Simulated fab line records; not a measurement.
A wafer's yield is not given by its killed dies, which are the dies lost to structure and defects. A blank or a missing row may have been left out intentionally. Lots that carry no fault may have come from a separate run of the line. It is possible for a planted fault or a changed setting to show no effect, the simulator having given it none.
Matching of chambers :: flow n5_finfet :: N5_BEOL_M0_SAQP_SPACER2_ALD_26 on ald_sin-02 has 4 sister chambers
The step deposits SiO2, target thk 15 nm, pulse time 1 s, purge time 2 s. 8 wafers are shown with their chamber, then 7 later ones without.

EACH WAFER AND ITS CHAMBER
wafer: L745.6
chamber: 3
heater_power_w (W): 532
precursor_pulse_height_rel: 0.998

wafer: L751.1
chamber: 2
heater_power_w (W): 541
precursor_pulse_height_rel: 0.983

wafer: L751.3
chamber: 3
heater_power_w (W): 524
precursor_pulse_height_rel: 1.021

wafer: L760.2
chamber: 2
heater_power_w (W): 506
precursor_pulse_height_rel: 0.999

wafer: L760.3
chamber: 0
heater_power_w (W): 434
precursor_pulse_height_rel: 1.004

wafer: L760.6
chamber: 1
heater_power_w (W): 533
precursor_pulse_height_rel: 1.014

wafer: L761.1
chamber: 1
heater_power_w (W): 536
precursor_pulse_height_rel: 0.963

wafer: L761.3
chamber: 0
heater_power_w (W): 430
precursor_pulse_height_rel: 0.984

WAFERS WHOSE CHAMBER IS MISSING
wafer: L761.5
heater_power_w (W): 560
precursor_pulse_height_rel: 1.015

wafer: L762.1
heater_power_w (W): 533
precursor_pulse_height_rel: 0.968

wafer: L762.2
heater_power_w (W): 427
precursor_pulse_height_rel: 1.021

wafer: L762.5
heater_power_w (W): 499
precursor_pulse_height_rel: 1.006

wafer: L764.1
heater_power_w (W): 423
precursor_pulse_height_rel: 0.993

wafer: L764.3
heater_power_w (W): 504
precursor_pulse_height_rel: 1.027

wafer: L764.4
heater_power_w (W): 528
precursor_pulse_height_rel: 1.035

EACH ONE'S CHAMBER
wafer: L761.5
from the rows above: can't be placed: 1 or 3 or 2
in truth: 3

wafer: L762.1
from the rows above: can't be placed: 1 or 2 or 3
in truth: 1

wafer: L762.2
from the rows above: 0
in truth: 0

wafer: L762.5
from the rows above: can't be placed: 2 or 3 or 1
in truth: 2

wafer: L764.1
from the rows above: 0
in truth: 0

wafer: L764.3
from the rows above: can't be placed: 3 or 2 or 1
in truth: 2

wafer: L764.4
from the rows above: can't be placed: 3 or 2 or 1
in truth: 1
Placed correctly: 2 of 7. Not placeable from these rows: 5 (in 5, the candidates include the true chamber). 0 placed wrongly.
How it was worked out, from the rows above alone: a wafer's distance from a chamber is the root of the sum, over the readings, of the square of ((its reading less the chamber's mean) divided by the reading's scatter). If the next closest chamber is less than 2 further off than the closest, the wafer can't be placed; otherwise it belongs to the closest. Each chamber's mean is taken over the wafers shown for it. The scatter is the square root of a quotient: the sum, over the shown wafers, of each reading's squared deviation from its chamber's mean, divided by wafers minus chambers.
